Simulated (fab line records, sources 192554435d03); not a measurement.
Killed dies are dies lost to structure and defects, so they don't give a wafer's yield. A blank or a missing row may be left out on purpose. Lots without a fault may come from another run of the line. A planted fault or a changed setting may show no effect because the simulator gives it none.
Which tool did it? | flow n5_finfet | 11 lots, 33 wafers sampled, at 1 step of a route of 1938

WHAT THE GAUGES READ, wafer by wafer
N5_HKMG_FIN_OVL_MEAS_50. Usual: NDIPOLE_OVL -0.3 nm, standard deviation 0.88.
lot  | measured    | on         | NDIPOLE_OVL (nm) | flag
L355 | day 5 07:02 | overlay-02 | 0.1 0.1 -0.9     |
L361 | day 6 13:46 | overlay-01 | -0.7 -0.9 -0.5   |
L362 | day 6 18:37 | overlay-01 | 0.7 1.4 1.0      |
L363 | day 7 00:19 | overlay-01 | 0.0 -0.3 -0.2    |
L367 | day 8 00:11 | overlay-01 | -1.1 0.6 -0.5    |
L368 | day 8 08:46 | overlay-01 | -1.0 -2.0 -2.1   |
L369 | day 8 16:35 | overlay-01 | -1.1 0.2 0.9     |
L370 | day 8 19:42 | overlay-02 | -0.6 -1.0 -0.8   |
L372 | day 9 08:10 | overlay-01 | -0.6 0.3 -1.1    |
L373 | day 9 17:13 | overlay-01 | 0.6 0.0 0.6      |
L374 | day 9 21:10 | overlay-02 | -1.1 -1.0 -1.7   |

WHICH TOOL RAN EACH LOT (tool, then ch and the chambers of the sampled wafers, then the start)
The record holds no process step before these readings.

WHAT THE TOOLS THEMSELVES READ (means of the sampled wafers that have a number; where no wafer has one, the mark that the record gives instead)
The record holds no such reading with a usual standard deviation.

THE ANSWER, worked out from the rows above alone
Rule: a lot is off if the mean of its wafers that have a number lies more than 3 standard deviations from the usual mean. A lot without any number at a reading at which 4 lots or more have one is off too. The other lots that the step has rows for count as sound. The gauges are gone through in route order, then the tools' own readings, and for those a lot's mean is taken as printed above. The first step at which some lot is off is used, and at that step the reading that is off furthest; a lot without a number counts as furthest.
No lot is off at any reading shown: from this, nothing can be told.

WHAT THE SIMULATOR HAD PUT IN
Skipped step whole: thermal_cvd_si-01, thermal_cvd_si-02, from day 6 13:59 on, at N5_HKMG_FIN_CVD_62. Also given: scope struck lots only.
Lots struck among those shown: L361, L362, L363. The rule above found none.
